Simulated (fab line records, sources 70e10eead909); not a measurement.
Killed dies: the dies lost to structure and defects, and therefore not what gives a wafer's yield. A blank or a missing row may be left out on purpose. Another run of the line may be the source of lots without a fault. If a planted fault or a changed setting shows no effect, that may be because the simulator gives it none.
Matching of chambers ; flow nandHarc ; rieDiel-05 running NHARC_A_CONTACT_ETCH_90: 4 sister chambers
The step etches the open film in CH3F/O2, target depth 40 nm, time 85.7 s. 4 wafers are shown with their chamber, then 8 later ones without.

== EACH WAFER AND ITS CHAMBER ==
wafer;chamber;showerheadPlenumPTorr (Torr)
L084.5;3;2.47
L084.6;2;2.61
L092.4;0;2.48
L093.1;1;2.31

== WAFERS WITH NO CHAMBER GIVEN ==
wafer;showerheadPlenumPTorr (Torr)
L093.4;2.60
L093.5;2.31
L095.2;2.60
L095.3;2.48
L095.6;2.48
L096.1;2.47
L096.5;2.45
L096.6;2.60

== CHAMBER TAKEN BY EACH ==
wafer;from the rows above;in truth
L093.4;2;2
L093.5;1;1
L095.2;2;2
L095.3;can't be placed: 0 or 3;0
L095.6;can't be placed: 0 or 3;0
L096.1;can't be placed: 3 or 0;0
L096.5;can't be placed: 3 or 0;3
L096.6;2;2
Correct placement for 4 of the 8. Cannot be placed on the basis of these rows: 4; the candidates contain the true chamber in 4. Number placed wrongly: 0.
How it was worked out, from the rows above alone: a wafer's distance from a chamber is the root of the sum, over the readings, of the square of ((its reading less the chamber's mean) divided by the reading's scatter). If the next closest chamber is less than 2 further off than the closest, the wafer can't be placed; otherwise it belongs to the closest. Each chamber's mean is taken over the wafers shown for it. The scatter: with one shown wafer a chamber, the root of the mean of the squares of how far each hidden wafer lies from its nearest shown one.
